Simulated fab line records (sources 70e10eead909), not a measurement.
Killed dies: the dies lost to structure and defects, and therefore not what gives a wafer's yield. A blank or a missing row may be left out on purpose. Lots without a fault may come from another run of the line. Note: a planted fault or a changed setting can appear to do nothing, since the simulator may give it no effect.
A lot that was struck, set against a sound lot	flow nand-harc	27 out of 1159 route steps
Sound: the wafers L120.1, L120.3, L120.6. Struck: wafers L125.2, L125.4, L125.6. The cause is given at the end.
Each step with rows lists, per side, the tool, then ch with its chambers, then its first start. Under that, the readings that differ: sound wafers	struck wafers	difference of the means	sigmas: that difference in standard deviations of wafers without a fault.
alike: same words and numbers on both sides, and readings whose means sit less than 2 such deviations apart. not compared: any withheld reading, any reading some wafer has no value for, any bound like >300 that may hide the same value, and any number with overlapping values for which the record gives no deviation.
A row with sigmas, a row that says differs or no value, or rows on one side alone: a step with any of these is where the two part. Non-overlapping numbers with no deviation appear without sigmas and do not part them. Lack of a reading on every wafer of one side parts them only where that side has two or more wafers.

NHARC_A_M0_CMP_23: polishes, t overpolish 20 s, target thk 113.75 nm.
  sound on cmp-01 ch 0,2,3, day 20 08:58; struck on cmp-02 ch 1,2,3, day 21 11:58
  alike: edge-zone-pressure-frac, motor-current-A, time-to-endpoint-s
NHARC_A_M0_THK_MEAS_24: measures by xrf.
  sound on film-metro-01, day 20 09:14; struck on film-metro-02, day 21 12:17
  alike: thk-nm
then, 1 step without rows for these wafers: NHARC_A_M0_SRD_25.
NHARC_A_M0_INSPECT_27:
  sound on defect-inspect-02, day 20 09:24; struck on defect-inspect-02, day 21 12:26
  alike: raw-defect-count
NHARC_A_M0_PRE_CLEAN_31: time 12 s.
  sound on pecvd-03 ch 0,2, day 20 09:28; struck on pecvd-04 ch 0,2, day 21 12:31
  alike: heater-power-w, rf-fwd-power-W
NHARC_A_M0_DEP_32: deposits SiCN, target thk 30 nm.
  sound on pecvd-03 ch 0,2, day 20 09:33; struck on pecvd-04 ch 0,2, day 21 12:35
  alike: chamber-pressure-Torr, heater-power-w, rf-fwd-power-W, showerhead-vpp-V
then, 5 steps without rows for these wafers: NHARC_A_M1_DEP_00 (deposits SiOC, target thk 182.5 nm); NHARC_A_M1_DEHYDRATE_01 (time 120 s); NHARC_A_M1_HMDS_02 (time 30 s); NHARC_A_M1_COAT_34 (time 65 s); NHARC_A_M1_COAT_03 (resist thk 90 nm).
NHARC_A_M1_SOFTBAKE_04: time 55 s.
  sound on litho-track-01 ch 0, day 20 10:00; struck on litho-track-06 ch 0, day 21 13:00
reading	sound	struck	difference	sigmas
heater-power-total-W (W)	188.38 188.41 188.33	224.70 226.81 226.00	+37.46	+99 or more
  alike: exhaust-pa
then, 4 steps without rows for these wafers: NHARC_A_M1_EBR_05; NHARC_A_M1_EXPOSE_06 (exposes mask A M1, target cd 120 nm); NHARC_A_M1_PEB_07 (peb time 65 s); NHARC_A_M1_DEVELOP_08 (develop time 35 s).
NHARC_A_M1_CD_MEAS_09 targets a cd of 120 nm.
  sound on cd-sem-03 ch 0, day 20 10:40; struck on cd-sem-03 ch 0, day 21 13:52
reading	sound	struck	difference	sigmas
cd-nm (nm)	118.9 119.6 120.2	116.5 116.7 117.2	-2.8	-4
NHARC_A_M1_OVL_MEAS_10: pitch 240 nm.
  sound on overlay-01, day 20 10:46; struck on overlay-01, day 21 13:58
  alike: overlay-x-nm, overlay-y-nm
NHARC_A_M1_INSPECT_11:
  sound on defect-inspect-02, day 20 10:49; struck on defect-inspect-01, day 21 13:59
  alike: raw-defect-count
NHARC_A_M1_DESCUM_14: chemistry O2, time 3 s.
  sound on rie-diel-13 ch 1,2, day 20 10:52; struck on rie-diel-05 ch 2,3, day 21 14:04
reading	sound	struck	difference	sigmas
model.A_M1.cd-nm (nm)	118.4 120 120.3	116.7 116.5 117.3	-2.7	
  alike: drypump-motor-current-A, oes-product-au, rf-vpp-V, showerhead-plenum-p-Torr, throttle-valve-pct
  not compared: rf-hours-counter-h
NHARC_A_M1_ETCH_35: etches the open film in N2/H2, target depth 40 nm, overetch 12 nm, time 43.94 s.
  sound on rie-diel-13 ch 0,3, day 20 10:58; struck on rie-diel-05 ch 1,2, day 21 14:08
  alike: drypump-motor-current-A, oes-product-au, rf-fwd-power-W, rf-vpp-V, showerhead-plenum-p-Torr, throttle-valve-pct
  not compared: rf-hours-counter-h
then, 1 step without rows for these wafers: NHARC_A_M1_ETCH_15 (etches the open film in C4F8/Ar, target depth 182.5 nm, time 91.2 s).
NHARC_A_M1_CD_MEAS_16:
  sound on cd-sem-02, day 20 11:11; struck on cd-sem-02, day 21 14:22
reading	sound	struck	difference	sigmas
cd-nm (nm)	118.8 119.5 119.9	116.4 116.5 117.2	-2.7	-3
NHARC_A_M1_STRIP_18: strips in N2/H2.
  sound on rie-diel-05 ch 1,2,3, day 20 11:17; struck on rie-diel-13 ch 0,2, day 21 14:26
  alike: drypump-motor-current-A, oes-product-au, rf-fwd-power-W, rf-vpp-V, showerhead-plenum-p-Torr, throttle-valve-pct
  not compared: rf-hours-counter-h
NHARC_A_M1_ETCH_28: etches the open film in CF4/N2, target depth 30 nm, time 72.99 s.
  sound on rie-diel-05 ch 2,3; struck on rie-diel-13 ch 0,1,2
reading	sound	struck	difference	sigmas
model.A_M1.cd-nm (nm)	118.5 120.2 120.4	116.6 116.1 116.8	-3.2	
  alike: drypump-motor-current-A, oes-product-au, rf-fwd-power-W, rf-vpp-V, showerhead-plenum-p-Torr, throttle-valve-pct
  not compared: rf-hours-counter-h
then, 1 step without rows for these wafers: NHARC_A_M1_STRIP_19 (strips in post etch residue remover, time 600 s).
NHARC_END_SORT_01:
  the record has rows for the sound wafers here (prober-01 ch 0, day 21 22:26) and none for the struck ones

## WHERE THEY PART
Earliest at NHARC_A_M1_SOFTBAKE_04; latest, in this record, at NHARC_END_SORT_01.

WHY: the cause the simulator had injected
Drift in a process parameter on litho-track-06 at NHARC_A_M1_SOFTBAKE_04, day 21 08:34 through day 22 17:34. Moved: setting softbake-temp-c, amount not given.
